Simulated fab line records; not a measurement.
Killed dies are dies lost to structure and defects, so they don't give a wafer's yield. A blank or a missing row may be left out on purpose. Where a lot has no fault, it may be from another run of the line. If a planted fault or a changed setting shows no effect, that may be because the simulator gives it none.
Matching of chambers -- flow nand_harc -- NHARC_A_CHANNEL_FILL_D1_ALD_25 on ald_hk-04: 4 sister chambers
The step deposits SiOx, target thk 60 nm, pulse time 10 s, ald cycles 600. 8 wafers are shown with their chamber, then 9 later ones without.

== WAFERS PAIRED WITH THEIR CHAMBERS ==
wafer,chamber,heater_power_w (W),precursor_pulse_height_rel
L078.3,0,452,1.022
L078.6,2,450,1.007
L082.2,3,449,0.996
L082.3,2,448,1.012
L082.4,1,441,0.964
L085.1,0,459,1.023
L085.3,3,446,1.020
L085.6,1,456,0.998

== WAFERS WITH NO CHAMBER GIVEN ==
wafer,heater_power_w (W),precursor_pulse_height_rel
L086.3,442,0.975
L086.5,458,1.004
L086.6,453,1.018
L095.2,446,0.980
L095.5,460,0.994
L095.6,446,0.989
L096.1,447,0.982
L096.5,455,1.030
L096.6,458,1.001

== CHAMBER TAKEN BY EACH ==
wafer,from the rows above,in truth
L086.3,can't be placed: 1 or 3 or 2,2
L086.5,can't be placed: 0 or 2 or 3 or 1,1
L086.6,can't be placed: 0 or 2 or 3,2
L095.2,can't be placed: 1 or 3 or 2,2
L095.5,can't be placed: 0 or 1 or 2 or 3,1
L095.6,can't be placed: 1 or 3 or 2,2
L096.1,can't be placed: 1 or 3 or 2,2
L096.5,can't be placed: 0 or 2 or 3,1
L096.6,can't be placed: 0 or 2 or 3 or 1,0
Correct placement for 0 of the 9. Can't be placed from these rows: 9 (the true chamber is among the candidates in 8). Placed wrongly: 0.
How it was worked out, from the rows above alone: a wafer's distance from a chamber is the root of the sum, over the readings, of the square of ((its reading less the chamber's mean) divided by the reading's scatter). The wafer belongs to the nearest chamber; if the next one is less than 2 further off, it can't be placed. A chamber's mean is the mean of its shown wafers. The scatter: the root of (the sum of the squares of (reading less its chamber's mean) over the shown wafers, divided by (wafers less chambers)).
